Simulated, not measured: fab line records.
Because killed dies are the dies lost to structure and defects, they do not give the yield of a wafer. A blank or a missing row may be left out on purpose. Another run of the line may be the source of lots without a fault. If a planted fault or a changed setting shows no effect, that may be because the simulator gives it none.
Which tool was responsible? :: flow nand-harc :: Sampling: 11 lots, 33 wafers, 5 of 1159 route steps

== WHAT EACH GAUGE READ, for each wafer ==
NHARC_END_SORT_01. Usual: killed-at-array 25, standard deviation 10; killed-at-other 0.6, standard deviation 0.91; killed-at-periphery 3.6, standard deviation 2.9; killed-dies 29, standard deviation 10; killed-open 3.3, standard deviation 2; killed-short 1.9, standard deviation 1.5.
lot: L772
measured: day 21 03:53
on: prober-02
killed-at-array: 665 7 670
killed-at-other: 1 1 1
killed-at-periphery: 3 0 2
killed-dies: 669 8 673
killed-open: 1 3 1
killed-short: 1 0 0
flag: OFF

lot: L770
measured: day 21 04:41
on: prober-01
killed-at-array: 21 670 17
killed-at-other: 1 0 1
killed-at-periphery: 4 5 9
killed-dies: 26 675 27
killed-open: 3 5 2
killed-short: 1 1 0
flag: OFF

== EACH LOT AND THE TOOL THAT RAN IT (in order: tool; ch and the chambers of the sampled wafers; start) ==
lot: L765
NHARC_A_SLIT_ETCH_24: rie-diel-13 ch 1,2,3, day 14 00:20
NHARC_A_SLIT_ETCH_17: har-etch-02 ch 0,1, day 14 09:03
NHARC_A_SLIT_ETCH_29: rie-diel-13 ch 0,1, day 14 11:10
NHARC_A_WL_FILL_ETCHBACK_04: rie-metal-03 ch 0,1, day 15 00:23

lot: L766
NHARC_A_SLIT_ETCH_24: rie-diel-13 ch 0,2,3, day 14 13:46
NHARC_A_SLIT_ETCH_17: har-etch-02 ch 0,1, day 14 16:49
NHARC_A_SLIT_ETCH_29: rie-diel-10 ch 0,1,3, day 14 18:41
NHARC_A_WL_FILL_ETCHBACK_04: rie-metal-02 ch 0,1, day 15 07:17

lot: L772
NHARC_A_SLIT_ETCH_24: rie-diel-13 ch 1,2,3, day 15 13:34
NHARC_A_SLIT_ETCH_17: har-etch-01 ch 0,1, day 15 14:17
NHARC_A_SLIT_ETCH_29: rie-diel-07 ch 0,2,3, day 15 16:23
NHARC_A_WL_FILL_ETCHBACK_04: rie-metal-03 ch 0,1, day 16 13:38

lot: L770
NHARC_A_SLIT_ETCH_24: rie-diel-13 ch 0,1, day 15 14:03
NHARC_A_SLIT_ETCH_17: har-etch-02 ch 0,1, day 15 15:59
NHARC_A_SLIT_ETCH_29: rie-diel-13 ch 1,2, day 15 17:52
NHARC_A_WL_FILL_ETCHBACK_04: rie-metal-03 ch 0,1, day 16 11:45

lot: L778
NHARC_A_SLIT_ETCH_24: rie-diel-10 ch 1,2,3, day 17 04:52
NHARC_A_SLIT_ETCH_17: har-etch-01 ch 0,1, day 17 05:47
NHARC_A_SLIT_ETCH_29: rie-diel-13 ch 1,2,3, day 17 07:39
NHARC_A_WL_FILL_ETCHBACK_04: rie-metal-01 ch 1, day 18 01:08

lot: L782
NHARC_A_SLIT_ETCH_24: rie-diel-13 ch 0,1,3, day 18 08:17
NHARC_A_SLIT_ETCH_17: har-etch-02 ch 0,1, day 18 08:58
NHARC_A_SLIT_ETCH_29: rie-diel-07 ch 0,3, day 18 11:02
NHARC_A_WL_FILL_ETCHBACK_04: rie-metal-01 ch 0,1, day 19 09:26

lot: L780
NHARC_A_SLIT_ETCH_24: rie-diel-07 ch 0,1, day 18 09:27
NHARC_A_SLIT_ETCH_17: har-etch-01 ch 0,1, day 18 10:36
NHARC_A_SLIT_ETCH_29: rie-diel-07 ch 0,1,3, day 18 12:43
NHARC_A_WL_FILL_ETCHBACK_04: rie-metal-02 ch 0,1, day 19 06:39

lot: L783
NHARC_A_SLIT_ETCH_24: rie-diel-13 ch 0,1,3, day 18 22:53
NHARC_A_SLIT_ETCH_17: har-etch-02 ch 0,1, day 18 23:34
NHARC_A_SLIT_ETCH_29: rie-diel-13 ch 0,1,2, day 19 01:40
NHARC_A_WL_FILL_ETCHBACK_04: rie-metal-01 ch 0,1, day 19 16:52

lot: L787
NHARC_A_SLIT_ETCH_24: rie-diel-13 ch 1,2,3, day 19 14:04
NHARC_A_SLIT_ETCH_17: har-etch-01 ch 0,1, day 19 15:01
NHARC_A_SLIT_ETCH_29: rie-diel-10 ch 1,3, day 19 16:53
NHARC_A_WL_FILL_ETCHBACK_04: rie-metal-01 ch 0, day 20 08:22

lot: L785
NHARC_A_SLIT_ETCH_24: rie-diel-10 ch 0,2,3, day 19 14:59
NHARC_A_SLIT_ETCH_17: har-etch-01 ch 0,1, day 19 16:27
NHARC_A_SLIT_ETCH_29: rie-diel-07 ch 0,1,3, day 19 18:33
NHARC_A_WL_FILL_ETCHBACK_04: rie-metal-03 ch 0,1, day 20 07:48

lot: L786
NHARC_A_SLIT_ETCH_24: rie-diel-07 ch 1,2, day 20 04:44
NHARC_A_SLIT_ETCH_17: har-etch-01 ch 1, day 20 05:39
NHARC_A_SLIT_ETCH_29: rie-diel-10 ch 1,3, day 20 07:29
NHARC_A_WL_FILL_ETCHBACK_04: rie-metal-02 ch 0,1, day 20 23:34
- NHARC_A_SLIT_ETCH_24: etches the open film in CF4/CHF3, target depth 121 nm, time 60.5 s.
- NHARC_A_SLIT_ETCH_17: etches the open film in C4F8/O2/Ar, time 1687.5 s, target depth 10100 nm.
- NHARC_A_SLIT_ETCH_29: etches the open film in CF4/O2, target depth 100 nm, overetch 10 nm, time 55 s.
- NHARC_A_WL_FILL_ETCHBACK_04: etches the open film in NF3, target depth 60 nm, time 120 s.

== WHAT THE TOOLS THEMSELVES READ (means of the sampled wafers that have a number; where no wafer has one, the mark that the record gives instead) ==
NHARC_A_SLIT_ETCH_24. Usual: chamber-pressure-mTorr 25.003 mTorr, standard deviation 0.023; drypump-motor-current-A 5.9 A, standard deviation 0.47; oes-product-au 0.963 a.u., standard deviation 0.02; rf-vpp-V 371.3 V, standard deviation 2.5; showerhead-plenum-p-Torr 1.59 Torr, standard deviation 0.073; throttle-valve-pct 16.802 %, standard deviation 0.0096.
lot: L765
tool: rie-diel-13
chamber-pressure-mTorr (mTorr): 25.008
drypump-motor-current-A (A): 6.0
oes-product-au (a.u.): 0.929
rf-vpp-V (V): 372.7
showerhead-plenum-p-Torr (Torr): 1.62
throttle-valve-pct (%): 16.801
flag: 

lot: L766
tool: rie-diel-13
chamber-pressure-mTorr (mTorr): 24.982
drypump-motor-current-A (A): 5.6
oes-product-au (a.u.): 0.961
rf-vpp-V (V): 371.3
showerhead-plenum-p-Torr (Torr): 1.59
throttle-valve-pct (%): 16.802
flag: 

lot: L772
tool: rie-diel-13
chamber-pressure-mTorr (mTorr): 25.018
drypump-motor-current-A (A): 6.0
oes-product-au (a.u.): 0.965
rf-vpp-V (V): 372.2
showerhead-plenum-p-Torr (Torr): 1.62
throttle-valve-pct (%): 16.794
flag: 

lot: L770
tool: rie-diel-13
chamber-pressure-mTorr (mTorr): 25.008
drypump-motor-current-A (A): 5.7
oes-product-au (a.u.): 0.939
rf-vpp-V (V): 372.4
showerhead-plenum-p-Torr (Torr): 1.63
throttle-valve-pct (%): 16.800
flag: 

lot: L778
tool: rie-diel-10
chamber-pressure-mTorr (mTorr): 25.025
drypump-motor-current-A (A): 5.9
oes-product-au (a.u.): 0.934
rf-vpp-V (V): 372.5
showerhead-plenum-p-Torr (Torr): 1.61
throttle-valve-pct (%): 16.802
flag: 

lot: L782
tool: rie-diel-13
chamber-pressure-mTorr (mTorr): 24.991
drypump-motor-current-A (A): 5.9
oes-product-au (a.u.): 0.956
rf-vpp-V (V): 370.7
showerhead-plenum-p-Torr (Torr): 1.59
throttle-valve-pct (%): 16.796
flag: 

lot: L780
tool: rie-diel-07
chamber-pressure-mTorr (mTorr): 24.991
drypump-motor-current-A (A): 6.4
oes-product-au (a.u.): 0.977
rf-vpp-V (V): 368.6
showerhead-plenum-p-Torr (Torr): 1.51
throttle-valve-pct (%): 16.798
flag: 

lot: L783
tool: rie-diel-13
chamber-pressure-mTorr (mTorr): 24.996
drypump-motor-current-A (A): 5.9
oes-product-au (a.u.): 0.959
rf-vpp-V (V): 371.0
showerhead-plenum-p-Torr (Torr): 1.59
throttle-valve-pct (%): 16.790
flag: 

lot: L787
tool: rie-diel-13
chamber-pressure-mTorr (mTorr): 24.979
drypump-motor-current-A (A): 5.9
oes-product-au (a.u.): 0.966
rf-vpp-V (V): 371.7
showerhead-plenum-p-Torr (Torr): 1.61
throttle-valve-pct (%): 16.800
flag: 

lot: L785
tool: rie-diel-10
chamber-pressure-mTorr (mTorr): 25.004
drypump-motor-current-A (A): 6.2
oes-product-au (a.u.): 0.973
rf-vpp-V (V): 369.9
showerhead-plenum-p-Torr (Torr): 1.57
throttle-valve-pct (%): 16.805
flag: 

lot: L786
tool: rie-diel-07
chamber-pressure-mTorr (mTorr): 25.003
drypump-motor-current-A (A): 6.2
oes-product-au (a.u.): 0.968
rf-vpp-V (V): 371.4
showerhead-plenum-p-Torr (Torr): 1.58
throttle-valve-pct (%): 16.808
flag: 

NHARC_A_SLIT_ETCH_17. Usual: chamber-pressure-mTorr 20.001 mTorr, standard deviation 0.019; drypump-motor-current-A 5.5 A, standard deviation 0.44; showerhead-plenum-p-Torr 3.72 Torr, standard deviation 0.092; throttle-valve-pct 32.046 %, standard deviation 0.0076.
lot: L765
tool: har-etch-02
chamber-pressure-mTorr (mTorr): 20.015
drypump-motor-current-A (A): 5.8
showerhead-plenum-p-Torr (Torr): 3.76
throttle-valve-pct (%): 32.040
flag: 

lot: L766
tool: har-etch-02
chamber-pressure-mTorr (mTorr): 19.996
drypump-motor-current-A (A): 5.9
showerhead-plenum-p-Torr (Torr): 3.69
throttle-valve-pct (%): 32.046
flag: 

lot: L772
tool: har-etch-01
chamber-pressure-mTorr (mTorr): 20.011
drypump-motor-current-A (A): 5.2
showerhead-plenum-p-Torr (Torr): 3.73
throttle-valve-pct (%): 32.043
flag: 

lot: L770
tool: har-etch-02
chamber-pressure-mTorr (mTorr): 20.013
drypump-motor-current-A (A): 5.8
showerhead-plenum-p-Torr (Torr): 3.75
throttle-valve-pct (%): 32.042
flag: 

lot: L778
tool: har-etch-01
chamber-pressure-mTorr (mTorr): 20.011
drypump-motor-current-A (A): 5.2
showerhead-plenum-p-Torr (Torr): 3.72
throttle-valve-pct (%): 32.047
flag: 

lot: L782
tool: har-etch-02
chamber-pressure-mTorr (mTorr): 19.999
drypump-motor-current-A (A): 5.8
showerhead-plenum-p-Torr (Torr): 3.73
throttle-valve-pct (%): 32.057
flag: 

lot: L780
tool: har-etch-01
chamber-pressure-mTorr (mTorr): 19.988
drypump-motor-current-A (A): 5.2
showerhead-plenum-p-Torr (Torr): 3.72
throttle-valve-pct (%): 32.052
flag: 

lot: L783
tool: har-etch-02
chamber-pressure-mTorr (mTorr): 19.990
drypump-motor-current-A (A): 5.9
showerhead-plenum-p-Torr (Torr): 3.66
throttle-valve-pct (%): 32.042
flag: 

lot: L787
tool: har-etch-01
chamber-pressure-mTorr (mTorr): 20.007
drypump-motor-current-A (A): 5.2
showerhead-plenum-p-Torr (Torr): 3.71
throttle-valve-pct (%): 32.046
flag: 

lot: L785
tool: har-etch-01
chamber-pressure-mTorr (mTorr): 19.995
drypump-motor-current-A (A): 5.2
showerhead-plenum-p-Torr (Torr): 3.71
throttle-valve-pct (%): 32.046
flag: 

lot: L786
tool: har-etch-01
chamber-pressure-mTorr (mTorr): 20.010
drypump-motor-current-A (A): 5.3
showerhead-plenum-p-Torr (Torr): 3.68
throttle-valve-pct (%): 32.053
flag: 

NHARC_A_SLIT_ETCH_29. Usual: chamber-pressure-mTorr 29.997 mTorr, standard deviation 0.029; drypump-motor-current-A 5.9 A, standard deviation 0.46; oes-product-au 0.996 a.u., standard deviation 0.016; rf-vpp-V 198.0 V, standard deviation 1.6; showerhead-plenum-p-Torr 1.35 Torr, standard deviation 0.064; throttle-valve-pct 13.397 %, standard deviation 0.0086.
lot: L765
tool: rie-diel-13
chamber-pressure-mTorr (mTorr): 30.014
drypump-motor-current-A (A): 5.7
oes-product-au (a.u.): 0.983
rf-vpp-V (V): 198.5
showerhead-plenum-p-Torr (Torr): 1.39
throttle-valve-pct (%): 13.391
flag: 

lot: L766
tool: rie-diel-10
chamber-pressure-mTorr (mTorr): 30.027
drypump-motor-current-A (A): 5.9
oes-product-au (a.u.): 0.992
rf-vpp-V (V): 197.7
showerhead-plenum-p-Torr (Torr): 1.32
throttle-valve-pct (%): 13.397
flag: 

lot: L772
tool: rie-diel-07
chamber-pressure-mTorr (mTorr): 29.969
drypump-motor-current-A (A): 5.9
oes-product-au (a.u.): 1.006
rf-vpp-V (V): 196.8
showerhead-plenum-p-Torr (Torr): 1.32
throttle-valve-pct (%): 13.418
flag: 

lot: L770
tool: rie-diel-13
chamber-pressure-mTorr (mTorr): 30.023
drypump-motor-current-A (A): 6.0
oes-product-au (a.u.): 1.000
rf-vpp-V (V): 199.6
showerhead-plenum-p-Torr (Torr): 1.43
throttle-valve-pct (%): 13.401
flag: 

lot: L778
tool: rie-diel-13
chamber-pressure-mTorr (mTorr): 30.002
drypump-motor-current-A (A): 5.9
oes-product-au (a.u.): 0.994
rf-vpp-V (V): 198.2
showerhead-plenum-p-Torr (Torr): 1.37
throttle-valve-pct (%): 13.403
flag: 

lot: L782
tool: rie-diel-07
chamber-pressure-mTorr (mTorr): 30.015
drypump-motor-current-A (A): 6.2
oes-product-au (a.u.): 0.996
rf-vpp-V (V): 197.4
showerhead-plenum-p-Torr (Torr): 1.31
throttle-valve-pct (%): 13.400
flag: 

lot: L780
tool: rie-diel-07
chamber-pressure-mTorr (mTorr): 29.988
drypump-motor-current-A (A): 6.4
oes-product-au (a.u.): 0.990
rf-vpp-V (V): 196.6
showerhead-plenum-p-Torr (Torr): 1.30
throttle-valve-pct (%): 13.392
flag: 

lot: L783
tool: rie-diel-13
chamber-pressure-mTorr (mTorr): 30.007
drypump-motor-current-A (A): 5.7
oes-product-au (a.u.): 0.986
rf-vpp-V (V): 199.3
showerhead-plenum-p-Torr (Torr): 1.40
throttle-valve-pct (%): 13.392
flag: 

lot: L787
tool: rie-diel-10
chamber-pressure-mTorr (mTorr): 29.984
drypump-motor-current-A (A): 5.7
oes-product-au (a.u.): 1.015
rf-vpp-V (V): 198.6
showerhead-plenum-p-Torr (Torr): 1.35
throttle-valve-pct (%): 13.397
flag: 

lot: L785
tool: rie-diel-07
chamber-pressure-mTorr (mTorr): 29.987
drypump-motor-current-A (A): 6.3
oes-product-au (a.u.): 0.996
rf-vpp-V (V): 196.6
showerhead-plenum-p-Torr (Torr): 1.30
throttle-valve-pct (%): 13.399
flag: 

lot: L786
tool: rie-diel-10
chamber-pressure-mTorr (mTorr): 30.010
drypump-motor-current-A (A): 6.2
oes-product-au (a.u.): 1.026
rf-vpp-V (V): 197.1
showerhead-plenum-p-Torr (Torr): 1.33
throttle-valve-pct (%): 13.401
flag: 

NHARC_A_WL_FILL_ETCHBACK_04. Usual: chamber-pressure-mTorr 300.0 mTorr, standard deviation 0.31; drypump-motor-current-A 5.6 A, standard deviation 0.56; oes-product-au 1.001 a.u., standard deviation 0.014; run-length-s 141.4 s, standard deviation 0.44.
lot: L765
tool: rie-metal-03
chamber-pressure-mTorr (mTorr): 299.8
drypump-motor-current-A (A): 5.8
oes-product-au (a.u.): 1.010
run-length-s (s): 141.0
flag: 

lot: L766
tool: rie-metal-02
chamber-pressure-mTorr (mTorr): 300.1
drypump-motor-current-A (A): 6.0
oes-product-au (a.u.): 1.011
run-length-s (s): 142.0
flag: 

lot: L772
tool: rie-metal-03
chamber-pressure-mTorr (mTorr): 299.4
drypump-motor-current-A (A): 5.8
oes-product-au (a.u.): 1.012
run-length-s (s): 111.9
flag: OFF

lot: L770
tool: rie-metal-03
chamber-pressure-mTorr (mTorr): 299.9
drypump-motor-current-A (A): 5.3
oes-product-au (a.u.): 1.011
run-length-s (s): 126.4
flag: OFF

lot: L778
tool: rie-metal-01
chamber-pressure-mTorr (mTorr): 300.2
drypump-motor-current-A (A): 6.0
oes-product-au (a.u.): 0.979
run-length-s (s): 141.4
flag: 

lot: L782
tool: rie-metal-01
chamber-pressure-mTorr (mTorr): 300.1
drypump-motor-current-A (A): 5.5
oes-product-au (a.u.): 0.979
run-length-s (s): 141.5
flag: 

lot: L780
tool: rie-metal-02
chamber-pressure-mTorr (mTorr): 299.9
drypump-motor-current-A (A): 6.0
oes-product-au (a.u.): 1.007
run-length-s (s): 141.8
flag: 

lot: L783
tool: rie-metal-01
chamber-pressure-mTorr (mTorr): 300.2
drypump-motor-current-A (A): 5.8
oes-product-au (a.u.): 0.973
run-length-s (s): 141.3
flag: 

lot: L787
tool: rie-metal-01
chamber-pressure-mTorr (mTorr): 300.1
drypump-motor-current-A (A): 5.3
oes-product-au (a.u.): 0.990
run-length-s (s): 142.1
flag: 

lot: L785
tool: rie-metal-03
chamber-pressure-mTorr (mTorr): 300.1
drypump-motor-current-A (A): 5.3
oes-product-au (a.u.): 1.010
run-length-s (s): 141.0
flag: 

lot: L786
tool: rie-metal-02
chamber-pressure-mTorr (mTorr): 300.2
drypump-motor-current-A (A): 5.9
oes-product-au (a.u.): 1.008
run-length-s (s): 141.9
flag: 

== THE ANSWER, worked out from the rows above alone ==
Rule: a lot is off if the mean of its wafers that have a number lies more than 3 standard deviations from the usual mean. Also off: a lot with no number at a reading for which 4 or more lots have one. Any other lot the step has rows for is counted as sound. After the gauges, taken in route order, come the tools' own readings; for these a lot's mean is taken, as printed above. At the first step where some lot is off, the reading lying furthest off is the one used; lots without a number count as furthest.
Off: L772, L770 (NHARC_END_SORT_01, killed-at-array). Neither off nor sound, because the step has no rows for them: L765, L766, L778, L782, L780, L783, L787, L785, L786.
A tool fits if, at a process step before that reading, it ran every lot that is off, and no sound lot after the first of them. The gauges at NHARC_END_SORT_01 aren't tried: what is off there is off at NHARC_A_WL_FILL_ETCHBACK_04 too, on other tools, and a gauge's error can't cause that. 2 tools fit, rie-diel-13 at NHARC_A_SLIT_ETCH_24 and rie-metal-03 at NHARC_A_WL_FILL_ETCHBACK_04, so this cannot tell which one it is.

== WHAT HAD BEEN PUT IN BY THE SIMULATOR ==
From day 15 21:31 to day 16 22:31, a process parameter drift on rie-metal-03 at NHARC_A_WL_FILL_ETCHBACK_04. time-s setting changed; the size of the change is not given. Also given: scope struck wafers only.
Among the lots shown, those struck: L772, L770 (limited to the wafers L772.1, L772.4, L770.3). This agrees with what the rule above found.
